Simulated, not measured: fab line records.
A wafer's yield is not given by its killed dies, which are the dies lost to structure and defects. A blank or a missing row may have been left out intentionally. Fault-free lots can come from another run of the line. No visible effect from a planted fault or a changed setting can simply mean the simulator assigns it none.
A lot that was struck, set against a sound lot || flow n5-finfet || 46 steps out of a route of 1938
Sound: these wafers, L416.1, L416.2. Wafers struck: L434.1, L434.3, L434.4. The cause comes at the end.
Per side, at each step with rows, come the tool, then ch with its chambers, and then its first start. Under that, the readings that differ: sound wafers || struck wafers || difference of the means || sigmas: that difference in standard deviations of wafers without a fault.
alike: a reading whose means differ by less than 2 such deviations, as well as words and numbers matching on both sides. not compared: withheld readings; readings where some wafer has no value; bounds like >300 that might hide an equal value; numbers whose values overlap and for which the record gives no deviation.
A row with sigmas, a row that says differs or no value, or rows on one side alone: a step with any of these is where the two part. Numbers that have no deviation but don't overlap get no sigmas and don't part them. A reading that every wafer of one side lacks parts them only if that side has two wafers or more.

first, 4 steps without rows for these wafers: N5_BEOL_M4_ANNEAL_95 (time 240 s); N5_BEOL_M4_SPUTTER_96 (material Cu, target thk 4.5 nm, time 8.29 s); N5_BEOL_M4_ECD_50 (material Cu, target thk 300 nm); N5_BEOL_M4_ANNEAL_51 (time 90 s).
N5_BEOL_M4_CMP_52: polishes, stops on SiOC, t overpolish 6.8 s, target thk 40 nm.
  sound on cmp-02 ch 1,2, day 8 20:18; struck on cmp-03 ch 0,1,3, day 12 21:21
{"reading": "time-to-endpoint-s (s)", "sound": "72 76", "struck": "54 63 62", "difference": -14, "sigmas": -3}
  alike: barrier-field-endpoint-s, edge-zone-pressure-frac, motor-current-A, overpolish-run-s, pad-life-wafers, platen-rpm
N5_BEOL_M4_THK_MEAS_53: measures by xrf.
  struck on film-metro-01, day 12 21:36; sound on film-metro-01, day 8 20:31
  alike: M4_THK
then, 1 step without rows for these wafers: N5_BEOL_M4_PRE_CLEAN_60 (time 15 s).
N5_BEOL_M4_CO_CAP_55: material Co, precursor CCTBA/H2, target thk 2 nm, time 102.1 s.
  sound on cvd-co-01 ch 0,1, day 8 20:35; struck on cvd-co-02 ch 1,2, day 12 21:42
  alike: heater-power-w
then, 2 steps without rows for these wafers: N5_BEOL_M4_PRE_CLEAN_56 (time 15 s); N5_BEOL_M4_DEP_57 (deposits SiCN from 3MS/NH3, target thk 8 nm, time 14 s).
N5_BEOL_M4_RS_MEAS_58: a four-point-probe measurement.
  struck on film-metro-02, day 12 21:55; sound on film-metro-02, day 8 20:47
  alike: M4_RS
N5_BEOL_M4_INSPECT_59: inspects for defects (darkfield).
  struck on defect-inspect-01, day 12 21:57; sound on defect-inspect-02, day 8 20:48
  alike: raw-defect-count
N5_BEOL_M4_RC_MEAS_101:
  sound on prober-02 ch 0, day 8 20:50; struck on prober-01 ch 0, day 12 21:58
{"reading": "DIBL_N (mV/V)", "sound": "38.6 40.2", "struck": "36.7 32.8 34.6", "difference": -4.7, "sigmas": -2}
  alike: DIBL_P, IOFF_N, IOFF_P, ION_N, ION_P, SS_N, SS_P, VT_N, VT_P
then, 1 step without rows for these wafers: N5_BEOL_M5_ILD_DEP_00 (deposits SiCOH lowk from DEMS/porogen, target thk 140.64 nm, time 25.9 s).
N5_BEOL_M5_CURE_79: cures SiCOH lowk, time 240 s.
  sound on uv-cure-02 ch 1, day 8 21:59; struck on uv-cure-03 ch 0, day 12 22:59
  alike: lamp-power-pct, wafer_temp_C_max
N5_BEOL_M5_THK_MEAS_01:
  struck on film-metro-02, day 12 23:31; sound on film-metro-01, day 8 22:59
  alike: M5_ILD_THK
N5_BEOL_M5_PECVD_70: deposits SiO2 from TEOS/O2, target thk 16 nm, time 18 s.
  sound on pecvd-04 ch 0,2, day 8 23:02; struck on pecvd-03 ch 0,1,2, day 12 23:32
  alike: heater-power-w, showerhead-plenum-p-Torr, throttle-valve-pct
then, 10 steps without rows for these wafers: N5_BEOL_M5_HM_DEP_02 (deposits TiN, target thk 20 nm); N5_BEOL_M5_COAT_59 (time 60 s, resist thk 60 nm); N5_BEOL_M5_COAT_60 (time 60 s, resist thk 12 nm); N5_BEOL_M5_COAT_71 (time 60 s, resist thk 5 nm); N5_BEOL_M5_COAT_05 (resist thk 30 nm); N5_BEOL_M5_EBR_07; N5_BEOL_M5_SOFTBAKE_06 (time 60 s); N5_BEOL_M5_EXPOSE_08 (exposes mask M5, target cd 28 nm); N5_BEOL_M5_PEB_09 (peb time 60 s); N5_BEOL_M5_DEVELOP_10 (develop time 30 s).
N5_BEOL_M5_CD_MEAS_11: target cd 27.74 nm.
  sound on cd-sem-01 ch 0, day 9 01:08; struck on cd-sem-01 ch 0, day 13 00:36
  alike: cd-nm
N5_BEOL_M5_OVL_MEAS_12:
  sound on overlay-01 ch 0, day 9 01:10; struck on overlay-01 ch 0, day 13 00:38
{"reading": "M5_OVL (nm)", "sound": "-0.6 -0.7", "struck": "0.2 0.6 0.7", "difference": "+1.1", "sigmas": "+2"}
N5_BEOL_M5_INSPECT_13: inspects for defects (brightfield).
  struck on defect-inspect-02, day 13 00:41; sound on defect-inspect-02, day 9 01:13
  alike: raw-defect-count
then, 7 steps without rows for these wafers: N5_BEOL_M5_DESCUM_16 (chemistry O2, time 7 s); N5_BEOL_M5_ETCH_72 (etches underlayer in N2/H2, target depth 6.5 nm, time 5.2 s); N5_BEOL_M5_ETCH_61 (etches SiARC in CF4, target depth 15.6 nm, time 26 s); N5_BEOL_M5_ETCH_62 (etches SOC in N2/H2, target depth 75 nm, overetch 15 nm, time 112.5 s); N5_BEOL_M5_STRIP_63 (strips in N2/H2); N5_BEOL_M5_STRIP_73 (strips in N2/H2); N5_BEOL_M5_STRIP_64 (strips in CF4).
N5_BEOL_M5_HM_OPEN_17: chemistry Cl2/BCl3, target TiN, target depth 20 nm, overetch 6 nm.
  sound on rie-metal-01 ch 0,1, day 9 01:34; struck on rie-metal-01 ch 0,1, day 13 00:58
  alike: drypump-motor-current-A, mfc-ar-sccm, oes-product-au, throttle-valve-pct
  not compared: rf-hours-counter-h
then, 1 step without rows for these wafers: N5_BEOL_M5_STRIP_19 (strips in O2).
N5_BEOL_M5_CD_MEAS_18: pitch 56 nm, target cd 28 nm.
  struck on cd-sem-02, day 13 01:09; sound on cd-sem-01, day 9 01:46
  alike: cd-nm
then, 2 steps without rows for these wafers: N5_BEOL_M5_COAT_65 (time 60 s, resist thk 60 nm); N5_BEOL_M5_COAT_66 (time 60 s, resist thk 12 nm).
-- here the record skips 3 days between the struck wafers' starts before and after, leaving off in module BEOL_M5 and picking up in module BEOL_M12 (first step shown: number 1651 of the route) --
N5_BEOL_M12_ECD_47: material Cu, target thk 720 nm.
  sound on ecd-cu-01 ch 0,1, day 11 14:22; struck on ecd-cu-02 ch 0,1, day 15 13:46
N5_BEOL_M12_THK_MEAS_50: measures by xrf.
  struck on film-metro-01, day 15 14:29; sound on film-metro-01, day 11 15:07
{"reading": "M12_THK (nm)", "sound": "331 318", "struck": "- - -", "difference": "no value on the struck wafers", "sigmas": ""}
N5_BEOL_M12_RS_MEAS_54: a four-point-probe measurement.
  struck on film-metro-01, day 15 14:39; sound on film-metro-02, day 11 15:14
{"reading": "M12_RS (ohm/sq)", "sound": "0.0595 0.0618", "struck": "56.697 57.849 58.149", "difference": "+57.504", "sigmas": "+99 or more"}
N5_PASSIVATION_PROBE_49:
  struck on prober-02, day 17 00:38; sound on prober-02, day 12 23:49
{"reading": "defect-limited-yield (%)", "sound": "92.0 89.7", "struck": "0 0 0", "difference": -91, "sigmas": -65}
{"reading": "killed_at_M4_up", "sound": "11 8", "struck": "1100 1117 1119", "difference": "+1102", "sigmas": "+99 or more"}
{"reading": "killed-at-contacts", "sound": "30 29", "struck": "12 7 14", "difference": -18, "sigmas": -2}
{"reading": "killed-dies", "sound": "94 122", "struck": "1180 1180 1180", "difference": "+1072", "sigmas": "+63"}
{"reading": "killed-on-rim", "sound": "21 8", "struck": "152 152 152", "difference": "+138", "sigmas": "+33"}
{"reading": "sort_bin_5_function (%)", "sound": "4.8 5.8", "struck": "96.6 97.5 97.8", "difference": "+92.0", "sigmas": "+93"}
{"reading": "sort-n-pass", "sound": "1086 1058", "struck": "0 0 0", "difference": -1072, "sigmas": -63}
{"reading": "sort-yield-pct (%)", "sound": "92.0 89.7", "struck": "0 0 0", "difference": -91, "sigmas": -61}
  alike: killed_at_M0_to_M3, killed-at-front-end, killed-at-other, killed-open, killed-short, sort_bin_6_memory, sort_bin_8_speed

== WHERE THEY PART ==
Last at N5_PASSIVATION_PROBE_49 as far as this record goes, first at N5_BEOL_M4_CMP_52.

WHY: whatever the simulator had introduced
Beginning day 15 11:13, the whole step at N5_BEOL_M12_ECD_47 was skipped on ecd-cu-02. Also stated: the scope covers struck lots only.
